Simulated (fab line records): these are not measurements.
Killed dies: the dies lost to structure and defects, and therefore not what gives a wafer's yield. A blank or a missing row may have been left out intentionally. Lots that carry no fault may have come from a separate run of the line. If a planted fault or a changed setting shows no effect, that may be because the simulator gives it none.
Problem report, 8D (eight disciplines) form, completed by code	flow n5 finfet	the parts of the form that need people (team, actions taken, sign-off) are left out

== 1. WHAT IS WRONG ==
killed at front end at N5_PASSIVATION_PROBE_49 reads a mean of 166 on 6 wafers of 2 lots; wafers without a fault read 39 with a standard deviation of 10. That puts it +13 standard deviations away from the usual mean.
Earliest sighting: wafer L179.2 on prober-02 at day 18 04:11. The record holds 12 wafers of 4 lots with a number at this step. The rule behind "out" and "out of limits": a value lying over 4 standard deviations away from the usual mean. Any other wafer with a number is counted as sound.

== 2. WHAT IT IS, WHAT IT ISN'T ==
question	is	is not
which readings at this step	killed at front end, defect limited yield, killed dies, sort_bin_5_function, sort n pass, sort yield pct	killed_at_M0_to_M3, killed_at_M4_up, killed at contacts, killed at other, killed short, sort_bin_6_memory, sort_bin_8_speed
which lots	L179, L181	L168, L170
which wafers of those lots	all that have a number	-
read on which tools	prober-01, prober-02	-
when	from day 18 04:11	up to then (6 sound wafers)

== 3. WHAT RULES OUT EACH SUSPECT ==
Counting: a tool at a process step up to the reading stays a suspect if it ran every lot that is out and no sound lot after the first of them.
- ald sin-04 at N5_GATE_CUT_ALD_22 (deposits SiNx, target thk 16 nm, pulse time 1 s, ald cycles 320): kept. It ran every lot that is out, first L179 (day 9 10:28), and no sound lot after that; its last sound lot up to then is L170 (day 7 03:48).
The count leaves ald sin-04 at N5_GATE_CUT_ALD_22.

== 4. THE CAUSE (what the simulator had put in) ==
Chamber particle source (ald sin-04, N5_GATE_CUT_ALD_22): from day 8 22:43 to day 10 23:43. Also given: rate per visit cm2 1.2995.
Counting left only this tool.

== 5. THE CHAIN OF EFFECTS, in route order ==
Each row: a reading where the mean over the struck wafers with a number is more than 3 standard deviations away from the usual. Readings are gone through only where the record gives a usual standard deviation; hours: the median, over the lots, of the time from a lot's start at the first step in this table giving one to that lot's start at this step; sigmas: the change measured in usual standard deviations.
hours	step	reading	usual	on struck wafers	change	sigmas
0	N5_PASSIVATION_PROBE_49	defect limited yield	91.3 %	81.2	-10.1	-7.2
0	N5_PASSIVATION_PROBE_49	killed at front end	39	166	+127	+13
0	N5_PASSIVATION_PROBE_49	killed dies	103	222	+119	+7.4
0	N5_PASSIVATION_PROBE_49	sort_bin_5_function	5.1 %	11.2	+6.1	+6.6
0	N5_PASSIVATION_PROBE_49	sort n pass	1077	958	-119	-7.0
0	N5_PASSIVATION_PROBE_49	sort yield pct	91.2 %	81.2	-10.0	-7.1
The process steps in it:
- N5_PASSIVATION_PROBE_49

== 6. WHAT WOULD HAVE CAUGHT IT SOONER ==
221 hours passed between the start of the fault at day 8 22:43 and the first reading out of limits in this record, taken at day 18 04:11.
Of the tool readings at N5_GATE_CUT_ALD_22 for which the record gives a usual standard deviation, none was out on any struck wafer, so an alarm limit of 4 standard deviations on them would not have fired.
By day 18 04:11, every lot that is out (2) had started N5_GATE_CUT_ALD_22 on ald sin-04. Holding the tool at that point would not have protected any of them.
